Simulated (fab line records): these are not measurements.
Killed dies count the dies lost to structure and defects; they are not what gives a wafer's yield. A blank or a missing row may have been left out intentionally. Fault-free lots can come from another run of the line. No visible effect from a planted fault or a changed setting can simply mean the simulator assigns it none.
Matching of chambers    flow nand_harc    NHARC_A_CONTACT_DESCUM_74 on rie_diel-06: 4 sister chambers
The step chemistry O2, time 3 s. 8 wafers are shown with their chamber, then 11 later ones without.

WAFERS WITH THEIR CHAMBER
wafer   chamber  showerhead_plenum_p_Torr (Torr)  drypump_motor_current_A (A)
L082.1  1        1.88                             5.7
L082.5  1        1.88                             5.7
L087.2  2        1.88                             6.5
L087.4  0        1.85                             5.9
L088.3  3        1.94                             5.7
L088.4  3        1.95                             5.6
L088.5  2        1.88                             6.5
L090.1  0        1.85                             5.9

WAFERS MISSING THEIR CHAMBER
wafer   showerhead_plenum_p_Torr (Torr)  drypump_motor_current_A (A)
L090.3  1.88                             5.7
L090.5  1.88                             5.7
L091.1  1.88                             6.5
L091.2  1.85                             5.9
L091.5  1.88                             5.7
L094.1  1.88                             5.7
L094.3  1.85                             5.9
L094.6  1.88                             6.5
L097.3  1.88                             5.7
L097.4  1.94                             5.6
L097.5  1.88                             5.6

EACH ONE'S CHAMBER
wafer   from the rows above  in truth
L090.3  1                    1
L090.5  1                    1
L091.1  2                    2
L091.2  0                    0
L091.5  1                    1
L094.1  1                    1
L094.3  0                    0
L094.6  2                    2
L097.3  1                    1
L097.4  3                    3
L097.5  1                    1
Placed correctly: 11 of 11. Can't be placed from these rows: 0. Wrongly placed: 0.
How it was worked out, from the rows above alone: a wafer's distance from a chamber is the root of the sum, over the readings, of the square of ((its reading less the chamber's mean) divided by the reading's scatter). The wafer belongs to the nearest chamber; if the next one is less than 2 further off, it can't be placed. For every chamber, the mean is computed from those of its wafers that are shown. The scatter is the square root of a quotient: the sum, over the shown wafers, of each reading's squared deviation from its chamber's mean, divided by wafers minus chambers.
